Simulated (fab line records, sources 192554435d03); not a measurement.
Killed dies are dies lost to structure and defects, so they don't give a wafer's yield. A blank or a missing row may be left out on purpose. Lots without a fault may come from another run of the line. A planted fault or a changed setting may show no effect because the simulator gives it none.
Which tool did it? | flow n5_finfet | 14 lots, 39 wafers sampled, at 6 steps of a route of 1938

WHAT THE GAUGES READ, wafer by wafer
N5_BEOL_M0_SAQP_OVL_MEAS_15. Usual: M0_CORE_OVL 0.0 nm, standard deviation 0.69.
lot  | measured     | on         | M0_CORE_OVL (nm) | flag
L689 | day 5 10:35  | overlay-01 | 0.8 -0.9 0.6     |
L691 | day 5 20:04  | overlay-01 | 0.6 -0.5 -1.1    |
L693 | day 6 14:06  | overlay-01 | -0.4 -0.5 -0.4   |
L694 | day 6 17:55  | overlay-02 | -0.4 0.5 -0.2    |
L695 | day 6 21:37  | overlay-01 | -0.2 -0.1 -0.5   |
L696 | day 7 05:29  | overlay-01 | -0.6 -0.1 0.3    |
L700 | day 8 05:01  | overlay-01 | 0.0 -1.5 -0.8    |
L701 | day 8 15:09  | overlay-02 | 0.3 0.7          |
L702 | day 8 18:38  | overlay-02 | 1.1 0.0 0.7      |
L703 | day 9 04:39  | overlay-02 | -0.4 0.1 0.9     |
L704 | day 9 06:58  | overlay-01 | -1.0 0.0         |
L708 | day 10 10:40 | overlay-02 | -0.7 0.6 -0.5    |
L710 | day 10 20:46 | overlay-02 | -0.2 0.3         |
L712 | day 12 00:19 | overlay-02 | 1.7 1.3 0.5      |

N5_BEOL_M0_SAQP_CD_MEAS_25: target cd 13.1 nm. Usual: cd_nm 12.80 nm, standard deviation 0.23.
lot  | measured     | on        | cd_nm (nm)        | flag
L689 | day 5 12:19  | cd_sem-01 | 12.93 12.71 12.74 |
L691 | day 5 21:46  | cd_sem-03 | 12.84 12.58 12.63 |
L693 | day 6 15:45  | cd_sem-03 | 12.70 12.70 12.86 |
L694 | day 6 19:56  | cd_sem-01 | 12.90 12.88 12.72 |
L695 | day 6 23:26  | cd_sem-03 | - - -             | OFF
L696 | day 7 07:15  | cd_sem-03 | - - -             | OFF
L700 | day 8 06:46  | cd_sem-02 | 13.52 13.22 12.43 |
L701 | day 8 17:32  | cd_sem-02 | 12.73 12.71       |
L702 | day 8 21:13  | cd_sem-01 | 12.88 12.72 13.04 |
L703 | day 9 06:40  | cd_sem-03 | 12.70 12.84 12.46 |
L704 | day 9 08:43  | cd_sem-01 | 13.29 12.83       |
L708 | day 10 12:38 | cd_sem-03 | 13.15 12.51 13.17 |
L710 | day 10 22:53 | cd_sem-02 | 12.84 13.01       |
L712 | day 12 01:56 | cd_sem-03 | 12.49 13.07 12.71 |

N5_BEOL_M4_RC_MEAS_101. Usual: DIBL_N 36.2 mV/V, standard deviation 2.2; DIBL_P 36.5 mV/V, standard deviation 3; IOFF_N 0.16 nA/um, standard deviation 0.039; IOFF_P 0.22 nA/um, standard deviation 0.047; ION_N 675 uA/um, standard deviation 15; ION_P 463 uA/um, standard deviation 10; SS_N 71.6 mV/dec, standard deviation 0.71; SS_P 73.4 mV/dec, standard deviation 0.94; VT_N 250 mV, standard deviation 3.6; VT_P -250 mV, standard deviation 3.9.
lot  | measured     | on        | DIBL_N (mV/V)  | DIBL_P (mV/V)  | IOFF_N (nA/um) | IOFF_P (nA/um) | ION_N (uA/um) | ION_P (uA/um) | SS_N (mV/dec)  | SS_P (mV/dec)  | VT_N (mV)   | VT_P (mV)      | flag
L689 | day 7 17:24  | prober-01 | 32.5 36.8 35.2 | 32.4 37.7 36.3 | 0.11 0.20 0.17 | 0.16 0.25 0.22 | 650 690 677   | 452 468 463   | 70.7 71.8 71.6 | 72.4 74.1 72.6 | 252 241 247 | -253 -249 -248 |
L691 | day 8 01:12  | prober-02 | 35.0 34.3 33.8 | 34.9 32.9 33.2 | 0.13 0.11 0.13 | 0.22 0.16 0.18 | 644 654 670   | 451 455 464   | 71.5 70.7 70.5 | 73.5 72.8 73.0 | 255 255 250 | -250 -253 -250 |
L693 | day 9 02:36  | prober-02 | 35.1 35.4 32.2 | 35.7 37.1 32.7 | 0.14 0.15 0.10 | 0.18 0.21 0.16 | 664 678 650   | 451 468 450   | 71.3 71.5 70.5 | 73.3 73.0 72.2 | 253 250 257 | -254 -250 -253 |
L694 | day 8 21:22  | prober-01 | 38.5 35.3 37.7 | 39.0 35.3 37.4 | 0.20 0.14 0.18 | 0.28 0.23 0.25 | 687 662 690   | 476 462 473   | 72.4 70.6 71.3 | 73.7 73.4 72.9 | 247 249 246 | -245 -245 -245 |
L700 | day 10 14:29 | prober-02 | 35.6 35.6 33.2 | 36.8 36.7 34.3 | 0.15 0.15 0.12 | 0.21 0.20 0.18 | 663 690 657   | 463 473 454   | 71.8 71.2 70.3 | 73.6 73.7 73.6 | 252 251 255 | -248 -251 -251 |
L701 | day 11 08:44 | prober-02 | 36.6 33.4      | 35.0 33.1      | 0.16 0.12      | 0.21 0.20      | 664 676       | 459 476       | 71.3 71.6      | 73.4 72.1      | 251 256     | -250 -250      |
L702 | day 11 16:40 | prober-02 | 35.9 41.9 36.9 | 35.5 41.5 35.8 | 0.14 0.26 0.15 | 0.19 0.29 0.19 | 686 690 685   | 468 470 461   | 71.3 73.5 71.1 | 72.7 74.6 73.0 | 249 243 253 | -251 -248 -253 |
L703 | day 11 16:50 | prober-01 | 38.2 35.4 34.8 | 38.9 36.4 36.2 | 0.18 0.13 0.15 | 0.21 0.17 0.19 | 669 667 698   | 458 461 475   | 71.9 71.2 70.6 | 74.2 73.1 73.2 | 249 253 248 | -252 -256 -252 |
L704 | day 12 10:34 | prober-01 | 39.0 39.0      | 37.4 38.4      | 0.17 0.19      | 0.22 0.25      | 673 692       | 453 470       | 72.1 71.7      | 74.3 74.8      | 249 248     | -251 -249      |
L708 | day 13 01:37 | prober-02 | 32.2 35.6 36.5 | 32.2 35.7 37.0 | 0.12 0.16 0.18 | 0.19 0.24 0.29 | 669 678 686   | 476 466 475   | 70.6 71.2 71.6 | 71.6 72.7 73.8 | 251 248 244 | -247 -244 -240 |
L710 | day 13 01:31 | prober-01 | 37.0 37.9      | 38.9 40.3      | 0.16 0.17      | 0.22 0.23      | 673 672       | 455 460       | 71.2 72.0      | 73.2 73.9      | 251 251     | -252 -250      |
L712 | day 14 09:05 | prober-01 | 34.2 36.0 32.6 | 36.4 37.1 33.2 | 0.15 0.18 0.12 | 0.21 0.22 0.17 | 678 682 665   | 460 462 457   | 71.5 71.9 71.3 | 74.1 73.2 72.6 | 248 246 251 | -249 -250 -254 |

WHICH TOOL RAN EACH LOT (tool, then ch and the chambers of the sampled wafers, then the start)
lot  | N5_BEOL_M0_SAQP_PECVD_97        | N5_BEOL_M0_SAQP_SPACER1_ALD_98    | N5_BEOL_M0_SAQP_MANDREL1_REMOVE_100
L689 | pecvd-01 ch 0,2, day 5 09:55    | ald_sin-01 ch 0,2,3, day 5 11:35  | rie_si-03 ch 2,3, day 5 12:11
L691 | pecvd-04 ch 0,1,2, day 5 19:32  | ald_sin-04 ch 0,2,3, day 5 21:01  | rie_si-05 ch 0,2,3, day 5 21:40
L693 | pecvd-01 ch 0,1,2, day 6 13:27  | ald_sin-04 ch 0,1,3, day 6 15:05  | rie_si-03 ch 0,1,3, day 6 15:38
L694 | pecvd-01 ch 1,2, day 6 17:16    | ald_sin-01 ch 1,2,3, day 6 19:15  | rie_si-03 ch 0,1,2, day 6 19:49
L695 | pecvd-02 ch 0,2, day 6 20:58    | ald_sin-01 ch 0,1,2, day 6 22:45  | rie_si-05 ch 0,2,3, day 6 23:19
L696 | pecvd-04 ch 0,2, day 7 04:58    | ald_sin-02 ch 2,3, day 7 06:35    | rie_si-06 ch 0,1, day 7 07:08
L700 | pecvd-04 ch 0,2, day 8 04:20    | ald_sin-04 ch 2,3, day 8 06:05    | rie_si-05 ch 0,2,3, day 8 06:39
L701 | pecvd-01 ch 0,2, day 8 14:39    | ald_sin-04 ch 0,1, day 8 16:52    | rie_si-05 ch 0,1, day 8 17:25
L702 | pecvd-01 ch 0,2, day 8 17:59    | ald_sin-02 ch 0,2, day 8 20:29    | rie_si-05 ch 0,2,3, day 8 21:05
L703 | pecvd-02 ch 0,1,2, day 9 04:08  | ald_sin-02 ch 0,1,3, day 9 06:00  | rie_si-06 ch 1,2,3, day 9 06:34
L704 | pecvd-02 ch 1,2, day 9 06:20    | ald_sin-01 ch 1, day 9 08:02      | rie_si-06 ch 1,2, day 9 08:36
L708 | pecvd-04 ch 0,2, day 10 10:08   | ald_sin-04 ch 0,1,3, day 10 11:58 | rie_si-06 ch 1,2,3, day 10 12:31
L710 | pecvd-04 ch 1,2, day 10 20:16   | ald_sin-01 ch 1,3, day 10 22:12   | rie_si-06 ch 2, day 10 22:47
L712 | pecvd-02 ch 0,1,2, day 11 23:40 | ald_sin-02 ch 0,2,3, day 12 01:16 | rie_si-06 ch 0,1, day 12 01:50
- N5_BEOL_M0_SAQP_PECVD_97: deposits SiNx from SiH4/NH3/N2, target thk 23 nm, time 19.9 s.
- N5_BEOL_M0_SAQP_SPACER1_ALD_98: deposits SiO2, target thk 12.8 nm, pulse time 1 s, purge time 2 s.
- N5_BEOL_M0_SAQP_MANDREL1_REMOVE_100: chemistry HBr/Cl2/O2, target a-Si, stops on SiNx, bt time 10 s.

WHAT THE TOOLS THEMSELVES READ (means of the sampled wafers that have a number; where no wafer has one, the mark that the record gives instead)
N5_BEOL_M0_SAQP_PECVD_97. Usual: heater_power_w 537 W, standard deviation 42; showerhead_plenum_p_Torr 5.13 Torr, standard deviation 0.05; showerhead_vpp_V 1065 V, standard deviation 57; throttle_valve_pct 39.0 %, standard deviation 1.6.
lot  | tool     | heater_power_w (W) | showerhead_plenum_p_Torr (Torr) | showerhead_vpp_V (V) | throttle_valve_pct (%) | flag
L689 | pecvd-01 | 496                | 5.16                            | 1041                 | 38.8                   |
L691 | pecvd-04 | 538                | 5.08                            | 1088                 | 37.1                   |
L693 | pecvd-01 | 517                | 5.17                            | 1071                 | 38.8                   |
L694 | pecvd-01 | 540                | 5.17                            | 1120                 | 38.7                   |
L695 | pecvd-02 | 523                | 5.09                            | 999                  | 39.9                   |
L696 | pecvd-04 | 580                | 5.12                            | 1082                 | 36.2                   |
L700 | pecvd-04 | 536                | 5.12                            | 1085                 | 36.2                   |
L701 | pecvd-01 | 538                | 5.16                            | 1052                 | 38.9                   |
L702 | pecvd-01 | 520                | 5.16                            | 1041                 | 39.0                   |
L703 | pecvd-02 | 555                | 5.12                            | 1046                 | 40.5                   |
L704 | pecvd-02 | 572                | 5.13                            | 1068                 | 40.7                   |
L708 | pecvd-04 | 555                | 5.11                            | 1118                 | 37.1                   |
L710 | pecvd-04 | 522                | 5.08                            | 1036                 | 36.7                   |
L712 | pecvd-02 | 564                | 5.12                            | 1039                 | 40.6                   |

N5_BEOL_M0_SAQP_SPACER1_ALD_98. Usual: chamber_pressure_Torr 2.000 Torr, standard deviation 0.0045; heater_power_w 476 W, standard deviation 68; precursor_pulse_height_rel 1.001, standard deviation 0.02.
lot  | tool       | chamber_pressure_Torr (Torr) | heater_power_w (W) | precursor_pulse_height_rel | flag
L689 | ald_sin-01 | 1.998                        | 515                | 1.011                      |
L691 | ald_sin-04 | 2.003                        | 454                | 0.999                      |
L693 | ald_sin-04 | 1.998                        | 501                | 1.001                      |
L694 | ald_sin-01 | 2.002                        | 477                | 0.998                      |
L695 | ald_sin-01 | -                            | -                  | -                          | OFF
L696 | ald_sin-02 | -                            | -                  | -                          | OFF
L700 | ald_sin-04 | 1.998                        | 445                | 1.004                      |
L701 | ald_sin-04 | 1.997                        | 522                | 1.019                      |
L702 | ald_sin-02 | 2.004                        | 451                | 0.999                      |
L703 | ald_sin-02 | 2.000                        | 513                | 1.002                      |
L704 | ald_sin-01 | 2.000                        | 394                | 1.000                      |
L708 | ald_sin-04 | 1.999                        | 513                | 0.989                      |
L710 | ald_sin-01 | 2.001                        | 460                | 0.995                      |
L712 | ald_sin-02 | 2.001                        | 465                | 0.996                      |

N5_BEOL_M0_SAQP_MANDREL1_REMOVE_100. Usual: drypump_motor_current_A 5.6 A, standard deviation 0.42; oes_product_au 0.996 a.u., standard deviation 0.02; throttle_valve_pct 36.9 %, standard deviation 0.5.
lot  | tool      | drypump_motor_current_A (A) | oes_product_au (a.u.) | throttle_valve_pct (%) | flag
L689 | rie_si-03 | 5.6                         | 0.965                 | 36.5                   |
L691 | rie_si-05 | 5.6                         | 0.986                 | 36.7                   |
L693 | rie_si-03 | 6.1                         | 0.999                 | 37.4                   |
L694 | rie_si-03 | 5.6                         | 0.996                 | 37.1                   |
L695 | rie_si-05 | 5.6                         | 0.995                 | 36.7                   |
L696 | rie_si-06 | 5.5                         | 1.011                 | 36.8                   |
L700 | rie_si-05 | 5.6                         | 0.999                 | 36.7                   |
L701 | rie_si-05 | 5.7                         | 1.006                 | 37.0                   |
L702 | rie_si-05 | 5.6                         | 0.999                 | 36.7                   |
L703 | rie_si-06 | 5.4                         | 0.992                 | 36.8                   |
L704 | rie_si-06 | 5.3                         | 0.986                 | 37.0                   |
L708 | rie_si-06 | 5.4                         | 0.998                 | 36.8                   |
L710 | rie_si-06 | 5.4                         | 0.980                 | 37.5                   |
L712 | rie_si-06 | 5.3                         | 1.001                 | 36.6                   |

THE ANSWER, worked out from the rows above alone
Rule: a lot is off if the mean of its wafers that have a number lies more than 3 standard deviations from the usual mean. A lot without any number at a reading at which 4 lots or more have one is off too. The other lots that the step has rows for count as sound. The gauges are gone through in route order, then the tools' own readings, and for those a lot's mean is taken as printed above. The first step at which some lot is off is used, and at that step the reading that is off furthest; a lot without a number counts as furthest.
Off: L695, L696, at N5_BEOL_M0_SAQP_CD_MEAS_25 (cd_nm). Without a number there: L695, L696.
A tool fits if, at a process step before that reading, it ran every lot that is off, and no sound lot after the first of them. The gauges at N5_BEOL_M0_SAQP_CD_MEAS_25 aren't tried: what is off there is off at N5_BEOL_M0_SAQP_SPACER1_ALD_98 too, on other tools, and a gauge's error can't cause that. None of those tried fits.

WHAT THE SIMULATOR HAD PUT IN
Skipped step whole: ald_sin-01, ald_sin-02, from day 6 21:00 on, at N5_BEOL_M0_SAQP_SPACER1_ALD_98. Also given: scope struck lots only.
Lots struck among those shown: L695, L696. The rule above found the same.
